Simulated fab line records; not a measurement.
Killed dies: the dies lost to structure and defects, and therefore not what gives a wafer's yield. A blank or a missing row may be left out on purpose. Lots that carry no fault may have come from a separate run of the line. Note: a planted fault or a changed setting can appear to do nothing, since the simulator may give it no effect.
Matching of chambers | flow n5 finfet | N5_BEOL_M6_ETCH_62 on rie diel-04 has 4 sister chambers
The step etches SOC in N2/H2, target depth 110 nm, overetch 22 nm, time 165 s. 8 wafers are shown with their chamber, then 10 later ones without.

WAFERS, EACH WITH ITS CHAMBER
wafer  | chamber | drypump motor current A (A) | showerhead plenum p Torr (Torr)
L079.6 | 3       | 6.3                         | 2.63
L080.4 | 3       | 6.2                         | 2.63
L082.3 | 0       | 6.2                         | 2.51
L083.1 | 2       | 4.9                         | 2.69
L083.4 | 1       | 6.3                         | 2.60
L083.6 | 0       | 6.2                         | 2.51
L088.1 | 2       | 4.9                         | 2.69
L088.3 | 1       | 6.3                         | 2.59

WAFERS WITH NO CHAMBER GIVEN
wafer  | drypump motor current A (A) | showerhead plenum p Torr (Torr)
L088.4 | 6.2                         | 2.62
L095.1 | 4.9                         | 2.68
L095.2 | 6.2                         | 2.62
L095.3 | 6.2                         | 2.50
L094.2 | 4.9                         | 2.68
L094.5 | 6.2                         | 2.50
L094.6 | 6.2                         | 2.62
L097.1 | 4.9                         | 2.68
L097.3 | 6.3                         | 2.58
L097.5 | 4.9                         | 2.68

EACH ONE'S CHAMBER
wafer  | from the rows above | in truth
L088.4 | 3                   | 3
L095.1 | 2                   | 2
L095.2 | 3                   | 3
L095.3 | 0                   | 0
L094.2 | 2                   | 2
L094.5 | 0                   | 0
L094.6 | 3                   | 3
L097.1 | 2                   | 2
L097.3 | 1                   | 1
L097.5 | 2                   | 2
10 of 10 placed correctly. Can't be placed from these rows: 0. Number placed wrongly: 0.
How it was worked out, from the rows above alone: a wafer's distance from a chamber is the root of the sum, over the readings, of the square of ((its reading less the chamber's mean) divided by the reading's scatter). If the next closest chamber is less than 2 further off than the closest, the wafer can't be placed; otherwise it belongs to the closest. A chamber's mean is the mean of its shown wafers. The scatter: take each reading less its chamber's mean, square it, sum over the shown wafers, divide by the number of wafers less the number of chambers, and take the root.
